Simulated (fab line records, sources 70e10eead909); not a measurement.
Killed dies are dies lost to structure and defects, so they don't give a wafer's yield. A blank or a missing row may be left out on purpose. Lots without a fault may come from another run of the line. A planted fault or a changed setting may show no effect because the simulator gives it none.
A struck lot beside a sound one | flow nand_harc | 20 steps out of a route of 1302
Sound: wafers L901.1, L901.3, L901.6. Struck: wafers L900.1, L900.2, L900.3. The cause comes at the end.
At each step with rows: each side's tool, then ch and its chambers, then its first start. Under that, the readings that differ: sound wafers | struck wafers | difference of the means | sigmas: that difference in standard deviations of wafers without a fault.
alike: readings whose means differ by less than 2 such deviations, and words and numbers that are the same on both sides. not compared: withheld readings, readings that some wafer has no value for, bounds like >300 that may hide the same value, and numbers for which the record gives no deviation and whose values overlap.
The two part at a step that has a row with sigmas, a row that says differs or no value, or rows on one side only. Numbers that don't overlap but have no deviation are shown without sigmas and don't part them. A reading that every wafer of one side lacks parts them only if that side has two wafers or more.

first, 10 steps without rows for these wafers: NHARC_P_M0_SRD_25; NHARC_P_M0_PRE_CLEAN_31 (time 12 s); NHARC_P_M0_DEP_32 (deposits SiCN, target thk 30 nm); NHARC_P_M1_DEP_00 (deposits SiOC, target thk 182.5 nm); NHARC_P_M1_DEHYDRATE_01 (time 120 s); NHARC_P_M1_HMDS_02 (time 30 s); NHARC_P_M1_COAT_34 (time 65 s); NHARC_P_M1_COAT_03 (resist thk 90 nm); NHARC_P_M1_SOFTBAKE_04 (time 55 s); NHARC_P_M1_EBR_05.
NHARC_P_M1_EXPOSE_06: exposes mask P M1, target cd 130 nm.
  sound on arfi_scanner-03 ch 0, day 15 08:40; struck on arfi_scanner-01 ch 0, day 14 21:34
  reading              | sound             | struck            | difference | sigmas
  exposure_dose_mJ_cm2 | 81.92 81.88 81.96 | 80.03 80.01 79.97 | -1.92      | -20
  reticle_temp_C (C)   | 22.93 22.85 23.01 | 23.26 23.23 23.15 | +0.28      | +3
  alike: mask
then, 2 steps without rows for these wafers: NHARC_P_M1_PEB_07 (peb time 65 s); NHARC_P_M1_DEVELOP_08 (develop time 35 s).
NHARC_P_M1_DESCUM_14: chemistry O2, time 3 s.
  sound on rie_diel-07 ch 0,3, day 15 08:59; struck on rie_diel-13 ch 0,2,3, day 14 21:53
  reading                         | sound           | struck            | difference | sigmas
  showerhead_plenum_p_Torr (Torr) | 1.78 1.81 1.78  | 1.97 1.98 1.89    | +0.16      | +2
  model.P_M1.cd_nm (nm)           | 130 129.7 130.2 | 128.1 129.1 128.8 | -1.3       |
  alike: drypump_motor_current_A, oes_product_au, rf_vpp_V, throttle_valve_pct
  not compared: rf_hours_counter_h
then, 3 steps without rows for these wafers: NHARC_P_M1_ETCH_35 (etches the open film in N2/H2, target depth 40 nm, overetch 12 nm, time 43.94 s); NHARC_P_M1_ETCH_15 (etches the open film in C4F8/Ar, target depth 182.5 nm, time 91.2 s); NHARC_P_M1_STRIP_18 (strips in N2/H2).
NHARC_P_M1_ETCH_28: etches the open film in CF4/N2, target depth 30 nm, time 72.99 s.
  sound on rie_diel-07 ch 1,3; struck on rie_diel-07 ch 0,1,2
  reading               | sound             | struck            | difference | sigmas
  model.P_M1.cd_nm (nm) | 130.1 130.2 131.1 | 128.5 129.7 128.7 | -1.5       |
  alike: drypump_motor_current_A, oes_product_au, rf_vpp_V, showerhead_plenum_p_Torr, throttle_valve_pct
  not compared: rf_hours_counter_h
then, 1 step without rows for these wafers: NHARC_P_M1_STRIP_19 (strips in post etch residue remover, time 600 s).
NHARC_END_SORT_01:
  the record has rows for the sound wafers here (prober-02 ch 0, day 33 04:17) and none for the struck ones

WHERE THEY PART
First at NHARC_P_M1_EXPOSE_06; last, within this record, at NHARC_END_SORT_01.

WHY: what the simulator had put in
Process parameter drift: arfi_scanner-01, from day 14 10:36 on, at NHARC_P_M1_EXPOSE_06. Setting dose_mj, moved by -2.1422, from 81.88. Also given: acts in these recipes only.
